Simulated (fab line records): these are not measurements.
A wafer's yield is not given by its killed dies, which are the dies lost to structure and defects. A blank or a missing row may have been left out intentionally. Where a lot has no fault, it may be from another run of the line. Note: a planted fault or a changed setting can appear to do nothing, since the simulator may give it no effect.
fab line records    flow n5-finfet
record lots=9  wafers=27  last-day=17
route steps=1938 shown BEOL_M3@950 BEOL_M4@1111 PASSIVATION@1936
lots untouched by any fault: they come from a run of this same line in which no faults occurred
start-h: start of the lot's first displayed wafer, in hours after the record's first day    wait-h: hours elapsed since this lot's preceding step    " as in the row above    L1.1+2: a row that stands for several wafers    - no value, or no start was given    * or withheld: withheld    < > ~ a bound
route shown NAME@n: a module of which the file shows steps, and the number in the route of the first    usual: mean/standard deviation taken from wafers without a fault    same: alike in all rows    chamber/n: place in a boat    sites: per-site readings    _std_site: standard deviation across them    _edge_site: inner sites' mean taken away from outer sites' mean    radius-mm: for every site, how far away it sits from the centre of the wafer    mask NAME#n: copy n    behind: the last tool/chamber to shape the wafer    hold: why the lot was held/for how many hours/how that ended    device: the transistor (n, p or np) that didn't switch    end of line: tests run on the same wafers once the route is complete    a step without rows: its recipe alone    killed: count of dies lost to structure and defects at first sort (not the wafer's yield)    map: a wafer's dies, x killed, . not, _ none there
set.NAME: the setting that was run; set.NAME@STEP: the one run at that earlier step    model.NAME: the simulator's own value behind a step, which no gauge read
the route's steps for a sample of lots (tables are steps, rows are wafers)
services: when a tool's chamber went out of use (start-h, in hours from the record's first day, below 0 if earlier), for how many hours, and the reason
## steps
# step N5_BEOL_M3_ETCH_64
# recipe chemistry=N2/H2  target=SOC  target-depth-a=750  overetch-a=150  mask-material=SiARC  temp-c=40  time-s=112.5  ion-energy-ev=200  pressure-mtorr=30  source-w=840  bias-w=150  n2-flow-sccm=200  h2-flow-sccm=200
# usual drypump-motor-current-A=5.6/0.57  oes-product-au=0.62/0.066  rf-fwd-power-W=836.2/2.7  rf-vpp-V=524/3.2  showerhead-plenum-p-Torr=2.56/0.11  throttle-valve-pct=17.76/0.21
lot.wafer  tool         chamber  start-h  wait-h  drypump-motor-current-A  oes-product-au  rf-fwd-power-W  rf-hours-counter-h  rf-vpp-V  showerhead-plenum-p-Torr  throttle-valve-pct
L662.3     rie-diel-01  3        154.35   0.0     4.9                      0.54            839.1           243                 526       2.61                      17.81
L662.4     "            1        "        "       5.8                      0.74            837.5           22                  528       2.71                      17.50
L662.5     "            1        "        "       5.8                      0.73            838.0           -                   528       2.71                      17.49
L663.2     rie-diel-03  1        158.28   0.0     5.5                      0.59            838.5           168                 526       2.64                      17.66
L663.4     "            2        "        "       5.2                      0.60            836.9           145                 528       2.65                      17.66
L663.6     "            3        "        "       5.2                      0.62            833.7           -                   518       2.36                      17.64
L665.1     rie-diel-05  1        180.02   0.0     6.0                      0.54            835.4           250                 524       2.51                      18.33
L665.3     "            2        "        "       6.2                      0.57            841.1           173                 521       2.43                      17.87
L665.6     "            3        "        "       6.8                      0.61            832.3           -                   522       2.45                      17.83
L668.1     rie-diel-03  1        185.09   0.0     5.4                      0.58            835.2           175                 526       2.64                      17.69
L668.4     "            2        "        "       5.2                      0.60            834.4           152                 527       2.65                      17.67
L668.6     "            0        "        "       5.4                      0.56            839.3           -                   527       2.61                      17.85
L670.1     rie-diel-01  2        197.39   0.0     6.4                      0.59            838.4           190                 526       2.64                      18.28
L670.2     "            0        "        "       6.0                      0.54            838.3           255                 525       2.61                      18.04
L670.4     "            0        "        "       6.0                      0.54            841.7           -                   525       2.61                      18.06
L678.4     rie-diel-05  2        247.21   0.0     6.2                      0.56            835.7           196                 519       2.42                      17.92
L678.5     "            2        "        "       6.2                      0.55            833.6           -                   521       2.42                      17.91
L678.6     "            3        "        "       6.8                      0.59            832.4           -                   522       2.44                      17.86
L679.1     rie-diel-01  3        252.68   0.0     4.9                      0.72            836.7           19                  524       2.60                      17.43
L679.4     "            0        "        "       6.0                      0.76            831.7           -                   526       2.61                      17.66
L679.6     "            1        "        "       5.8                      0.68            834.9           -                   528       2.69                      17.55
L682.1     rie-diel-01  0        274.81   0.0     6.0                      0.75            836.5           17                  526       2.61                      17.67
L682.3     "            3        "        "       4.9                      0.71            835.0           26                  525       2.60                      17.44
L682.4     "            2        "        "       6.3                      0.57            834.1           210                 527       2.63                      18.31
L684.1     rie-diel-01  3        285.45   0.0     4.9                      0.69            836.8           30                  526       2.60                      17.44
L684.4     "            3        "        "       4.9                      0.69            837.6           -                   525       2.60                      17.46
L684.5     "            0        "        "       6.0                      0.74            836.8           -                   526       2.60                      17.67
# step N5_BEOL_M3_CD_MEAS_28
# recipe target-cd-nm=25.7  landing-energy-ev=500  detector=se-inlens  target-cd-y-nm=23.3  polarity=opening
# usual cd-nm=25.74/0.23
lot.wafer  tool       chamber  start-h  wait-h  cd-nm
L662.3     cd-sem-03  0        155.03   -       25.73
L662.4     "          0        "        "       26.06
L662.5     "          0        "        "       25.89
L663.2     cd-sem-01  0        159.00   -       25.82
L663.4     "          0        "        "       25.62
L663.6     "          0        "        "       25.92
L665.1     cd-sem-03  0        180.80   -       25.96
L665.3     "          0        "        "       25.57
L665.6     "          0        "        "       25.69
L668.1     cd-sem-01  0        185.88   -       25.62
L668.4     "          0        "        "       25.82
L668.6     "          0        "        "       25.99
L670.1     cd-sem-02  0        198.19   -       25.54
L670.2     "          0        "        "       25.41
L670.4     "          0        "        "       26.19
L678.4     cd-sem-01  0        248.11   -       25.59
L678.5     "          0        "        "       25.40
L678.6     "          0        "        "       25.17
L679.1     cd-sem-02  0        253.56   -       26.20
L679.4     "          0        "        "       26.13
L679.6     "          0        "        "       25.80
L682.1     cd-sem-01  0        275.48   -       25.66
L682.3     "          0        "        "       26.32
L682.4     "          0        "        "       25.86
L684.1     cd-sem-03  0        286.24   -       25.97
L684.4     "          0        "        "       26.14
L684.5     "          0        "        "       25.70
# step N5_BEOL_M3_ETCH_70
# recipe chemistry=N2/H2  target=SOC  target-depth-a=800  overetch-a=160  mask-material=SiARC  temp-c=40  time-s=120  ion-energy-ev=200  pressure-mtorr=30  source-w=840  bias-w=150  n2-flow-sccm=200  h2-flow-sccm=200
# usual drypump-motor-current-A=5.7/0.62  oes-product-au=0.61/0.066  rf-fwd-power-W=835/3  rf-vpp-V=524/3.1  showerhead-plenum-p-Torr=2.54/0.11  throttle-valve-pct=17.78/0.22
lot.wafer  tool         chamber  start-h  wait-h  drypump-motor-current-A  oes-product-au  rf-fwd-power-W  rf-hours-counter-h  rf-vpp-V  showerhead-plenum-p-Torr  throttle-valve-pct
L662.3     rie-diel-03  3        157.74   0.0     5.2                      0.59            834             117                 519       2.36                      17.63
L662.4     "            2        "        "       5.2                      0.58            836             144                 526       2.65                      17.65
L662.5     "            3        "        "       5.2                      0.59            835             -                   519       2.36                      17.63
L663.2     rie-diel-03  0        161.59   0.0     5.4                      0.54            840             224                 525       2.61                      17.84
L663.4     "            2        "        "       5.2                      0.58            832             145                 527       2.65                      17.66
L663.6     "            3        "        "       5.2                      0.59            836             -                   518       2.36                      17.64
L665.1     rie-diel-01  1        188.51   0.0     5.8                      0.69            837             34                  529       2.70                      17.50
L665.3     "            2        "        "       6.3                      0.56            831             187                 527       2.64                      18.25
L665.6     "            2        "        "       6.3                      0.57            834             -                   526       2.64                      18.25
L668.1     rie-diel-05  0        188.66   0.0     4.7                      0.66            830             41                  522       2.48                      17.55
L668.4     "            3        "        "       6.8                      0.58            832             -                   521       2.45                      17.83
L668.6     "            0        "        "       4.7                      0.67            834             -                   522       2.48                      17.53
L670.1     rie-diel-05  0        198.60   0.0     4.6                      0.67            831             45                  521       2.48                      17.55
L670.2     "            2        "        "       6.2                      0.55            835             180                 521       2.43                      17.88
L670.4     "            3        "        "       6.8                      0.58            833             -                   521       2.44                      17.85
L678.4     rie-diel-05  2        251.37   0.0     6.2                      0.54            637             196                 569       2.42                      17.92
L678.5     "            1        "        "       6.0                      0.71            635             -                   571       2.51                      17.93
L678.6     "            0        "        "       4.7                      0.64            631             -                   572       2.47                      17.57
L679.1     rie-diel-05  1        254.00   0.0     6.0                      0.70            635             15                  572       2.51                      17.93
L679.4     "            3        "        "       6.8                      0.58            632             169                 571       2.44                      17.86
L679.6     "            0        "        "       4.7                      0.64            631             -                   571       2.47                      17.58
L682.1     rie-diel-01  0        277.25   0.0     6.0                      0.72            837             18                  523       2.60                      17.69
L682.3     "            1        "        "       5.8                      0.65            837             64                  528       2.69                      17.56
L682.4     "            1        "        "       5.8                      0.66            836             -                   527       2.69                      17.57
L684.1     rie-diel-01  3        289.49   0.0     4.9                      0.68            834             31                  525       2.60                      17.44
L684.4     "            2        "        "       6.4                      0.56            837             211                 526       2.63                      18.30
L684.5     "            3        "        "       4.8                      0.67            834             -                   525       2.60                      17.47
# step N5_BEOL_M3_VIA_ETCH_34
# recipe chemistry=C4F6/O2  target-depth-a=694  mask-material=SOC  pressure-mtorr=15  ion-energy-ev=250  taper-deg=4  time-s=65.9  source-w=350  bias-w=170  Ar_flow_sccm=300  C4F6_flow_sccm=10  O2_flow_sccm=10
# usual drypump-motor-current-A=5.7/0.63  mfc-ar-sccm=300.1/0.84  oes-product-au=0.80/0.092  rf-fwd-power-W=346.6/1.9  rf-vpp-V=663/5.7  showerhead-plenum-p-Torr=2.83/0.11  throttle-valve-pct=30.68/0.18
lot.wafer  tool         chamber  start-h  wait-h  drypump-motor-current-A  mfc-ar-sccm  oes-product-au  rf-fwd-power-W  rf-hours-counter-h  rf-vpp-V  showerhead-plenum-p-Torr  throttle-valve-pct
L662.3     rie-diel-03  3        157.84   0.0     5.2                      299.1        0.78            344.3           117                 660       2.64                      30.46
L662.4     "            2        "        "       5.2                      300.7        0.75            343.7           144                 663       2.95                      30.43
L662.5     "            3        "        "       5.2                      301.3        0.78            345.3           -                   662       2.64                      30.45
L663.2     rie-diel-03  0        161.70   0.0     5.3                      299.2        0.71            350.0           224                 671       2.92                      30.59
L663.4     "            2        "        "       5.2                      299.4        0.76            344.0           146                 662       2.95                      30.42
L663.6     "            3        "        "       5.2                      300.4        0.79            346.6           -                   661       2.64                      30.45
L665.1     rie-diel-01  1        188.61   0.0     5.8                      301.3        0.92            348.2           34                  668       3.01                      30.54
L665.3     "            2        "        "       6.4                      300.2        0.74            347.9           187                 661       2.94                      31.10
L665.6     "            2        "        "       6.4                      299.7        0.74            349.2           -                   662       2.94                      31.09
L668.1     rie-diel-05  0        188.77   0.0     4.7                      299.6        0.88            343.5           41                  659       2.78                      30.58
L668.4     "            3        "        "       6.8                      301.8        0.78            344.1           -                   651       2.74                      30.84
L668.6     "            0        "        "       4.7                      299.5        0.88            342.5           -                   659       2.78                      30.58
L670.1     rie-diel-05  0        198.70   0.0     4.7                      301.2        0.87            343.8           45                  657       2.78                      30.58
L670.2     "            2        "        "       6.2                      301.2        0.71            347.9           180                 659       2.71                      30.81
L670.4     "            3        "        "       6.8                      300.9        0.76            342.4           -                   653       2.74                      30.85
L678.4     rie-diel-05  2        251.47   0.0     6.2                      300.2        0.70            349.0           196                 657       2.71                      30.83
L678.5     "            1        "        "       6.0                      299.6        0.92            347.0           -                   671       2.78                      30.71
L678.6     "            0        "        "       4.7                      298.7        0.85            343.6           -                   658       2.77                      30.59
L679.1     rie-diel-05  1        254.10   0.0     6.0                      298.8        0.93            344.9           15                  672       2.78                      30.73
L679.4     "            3        "        "       6.8                      300.4        0.75            342.1           169                 653       2.73                      30.85
L679.6     "            0        "        "       4.7                      300.6        0.84            344.1           -                   656       2.77                      30.60
L682.1     rie-diel-01  0        277.35   0.0     6.0                      299.5        0.96            348.0           18                  667       2.90                      30.66
L682.3     "            1        "        "       5.8                      299.6        0.86            348.9           64                  668       2.99                      30.58
L682.4     "            1        "        "       5.8                      299.8        0.86            347.1           -                   669       2.99                      30.56
L684.1     rie-diel-01  3        289.60   0.0     4.9                      298.9        0.90            345.3           31                  662       2.91                      30.54
L684.4     "            2        "        "       6.4                      299.1        0.73            344.7           211                 661       2.92                      31.12
L684.5     "            3        "        "       4.9                      298.4        0.90            345.3           -                   663       2.91                      30.53
# step N5_BEOL_M4_RC_MEAS_101
# usual DIBL_N=36.3/1  DIBL_P=36.2/1.4  IOFF_N=0.157/0.021  IOFF_P=0.206/0.025  ION_N=673/9  ION_P=461/6.4  SS_N=71.5/0.5  SS_P=73.2/0.47  VT_N=249.9/2.4  VT_P=-250.6/2.9
lot.wafer  tool       chamber  start-h  wait-h  DIBL_N[mV/V]  DIBL_P[mV/V]  IOFF_N[nA/um]  IOFF_P[nA/um]  ION_N[uA/um]  ION_P[uA/um]  SS_N[mV/dec]  SS_P[mV/dec]  VT_N[mV]  VT_P[mV]
L662.3     prober-01  0        173.55   0.3     35.3          34.4          0.136          0.177          671           462           70.8          73.1          250.8     -251.1
L662.4     "          0        "        "       37.3          37.2          0.170          0.217          682           467           71.2          74.0          248.2     -250.9
L662.5     "          0        "        "       34.9          34.2          0.129          0.175          668           461           70.1          73.2          250.4     -252.8
L663.2     prober-02  0        178.17   0.2     36.3          36.9          0.150          0.209          659           457           71.7          72.9          252.3     -251.1
L663.4     "          0        "        "       35.5          36.1          0.134          0.194          657           452           71.6          73.6          255.2     -251.2
L663.6     "          0        "        "       37.9          38.2          0.171          0.225          669           461           72.7          74.3          250.0     -252.0
L665.1     prober-01  0        203.23   0.0     35.1          35.5          0.132          0.191          675           465           70.5          72.7          252.1     -252.4
L665.3     "          0        "        "       36.8          37.4          0.159          0.221          679           471           71.0          73.3          246.7     -248.8
L665.6     "          0        "        "       36.6          37.1          0.158          0.216          679           464           71.9          72.9          248.5     -251.5
L668.1     prober-01  0        205.76   0.0     37.1          38.0          0.200          0.260          676           464           72.4          74.0          247.1     -247.2
L668.4     "          0        "        "       36.2          37.4          0.189          0.241          673           463           71.8          73.5          246.8     -248.0
L668.6     "          0        "        "       36.3          37.1          0.183          0.251          676           465           71.9          74.3          249.2     -246.9
L670.1     prober-02  0        211.26   0.0     35.4          35.4          0.140          0.180          663           451           70.8          73.5          252.7     -250.7
L670.2     "          0        "        "       36.5          36.8          0.175          0.203          685           465           72.0          73.5          246.5     -250.9
L670.4     "          0        "        "       36.2          35.5          0.159          0.186          661           450           71.9          73.4          250.9     -254.0
L678.4     prober-02  0        268.79   0.5     35.6          35.9          0.151          0.179          665           455           70.6          73.3          248.0     -254.9
L678.5     "          0        "        "       36.8          37.1          0.173          0.206          666           455           71.6          72.8          250.0     -251.5
L678.6     "          0        "        "       36.5          37.8          0.172          0.214          678           463           71.6          73.4          248.5     -252.5
L679.1     prober-01  0        271.10   0.0     37.3          38.0          0.173          0.249          690           471           72.1          73.8          249.4     -244.6
L679.4     "          0        "        "       37.6          38.4          0.181          0.255          685           480           72.4          73.7          245.4     -244.6
L679.6     "          0        "        "       36.7          36.6          0.157          0.226          674           466           72.5          72.7          247.9     -248.5
L682.1     prober-01  0        289.16   0.0     35.8          34.6          0.141          0.206          679           470           71.0          73.2          250.3     -247.9
L682.3     "          0        "        "       36.5          34.8          0.147          0.210          665           463           71.5          72.5          248.9     -246.2
L682.4     "          0        "        "       35.6          34.3          0.142          0.208          681           472           71.0          72.6          250.8     -247.9
L684.1     prober-02  0        306.57   0.0     36.6          39.0          0.183          0.210          688           469           71.7          73.4          246.7     -247.7
L684.4     "          0        "        "       37.6          40.5          0.208          0.230          697           462           71.7          73.7          247.3     -248.8
L684.5     "          0        "        "       36.7          38.5          0.187          0.207          686           462           72.0          73.4          246.2     -249.5
# step N5_PASSIVATION_PROBE_49
# usual defect-limited-yield=91.1/1.3  killed_at_M0_to_M3=36/10  killed_at_M4_up=14/4.4  killed-at-contacts=14/5.7  killed-at-front-end=39/9.4  killed-at-other=2.9/2.6  killed-dies=105/15  killed-open=70/12  killed-short=34/7.1  sort_bin_5_function=5.3/0.77  sort_bin_6_memory=3.3/0.66  sort-n-pass=1075/15  sort-yield-pct=91.1/1.3
# same gross-dies=1180  killed-at-back-side=0  sort_bin_4_leakage[%]=0  sort_bin_8_speed[%]=0
lot.wafer  tool       chamber  start-h  wait-h  defect-limited-yield[%]  killed_at_M0_to_M3  killed_at_M4_up  killed-at-contacts  killed-at-front-end  killed-at-other  killed-dies  killed-open  killed-short  sort_bin_5_function[%]  sort_bin_6_memory[%]  sort-n-pass  sort-yield-pct[%]
L679.4     prober-01  -        373.58   0.2     89.4                     44                  18               10                  50                   3                125          82           40            5.3                     4.5                   1055         89.4
# killed by level:class
L679.4 STI_FIN_REVEAL:geometric-particle:open=24 BEOL_M0_SAQP:geometric-particle:short=15 BEOL_M0_SAQP:geometric-particle:open=10 BEOL_M2:geometric-particle:open=9 GATE_CUT:geometric-particle:short=7 MOL_CONTACT_COAG:geometric-particle:open=7 BEOL_M4:geometric-particle:open=7 BEOL_M1:geometric-particle:open=6
## services
tool         chamber  start-h  hours  kind
rie-diel-01  3        132.83   3.4    repair
rie-diel-03  -        137.82   2.8    pm
rie-diel-01  0        171.33   5.5    repair
rie-diel-01  3        177.07   -      clean
rie-diel-01  3        177.07   -      consumable-replace:focus-ring
rie-diel-01  3        177.07   20.5   scheduled-down
rie-diel-01  3        177.07   20.5   vent-cycle
rie-diel-05  1        180.70   -      clean
rie-diel-05  1        180.70   -      consumable-replace:focus-ring
rie-diel-05  1        180.70   22.6   scheduled-down
rie-diel-05  1        180.70   22.6   vent-cycle
rie-diel-01  0        197.61   -      clean
rie-diel-01  0        197.61   -      consumable-replace:focus-ring
rie-diel-01  0        197.61   26.5   scheduled-down
rie-diel-01  0        197.61   26.5   vent-cycle
rie-diel-01  -        202.49   2.8    pm
rie-diel-01  2        247.19   13.3   repair
rie-diel-03  2        251.67   11.3   repair
rie-diel-03  0        263.00   -      clean
rie-diel-03  0        263.00   -      consumable-replace:focus-ring
rie-diel-03  0        263.00   18.7   scheduled-down
rie-diel-03  0        263.00   18.7   vent-cycle
rie-diel-01  2        276.08   10.4   repair
## key
first-sign step=N5_BEOL_M3_ETCH_70  reading=rf-fwd-power-W  direction=down  sigmas=66  usual=*  struck=*
effect step=N5_BEOL_M3_ETCH_70  reading=rf-vpp-V  direction=up  sigmas=15  usual=524  struck=571
met-at N5_BEOL_M3_ETCH_70
struck-lots L678,L679
not-acting-at N5_BEOL_M3_ETCH_64,N5_BEOL_M3_CD_MEAS_28,N5_BEOL_M3_VIA_ETCH_34
onset-between 198.60 251.37
fault kind=process-parameter-drift  tool=rie-diel-05  chamber=-  onset-h=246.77  steps=N5_BEOL_M3_ETCH_70  channel=source-w  offset=-201.6  shape=step  end-h=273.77  acts-in=these-recipes-only  stated=840
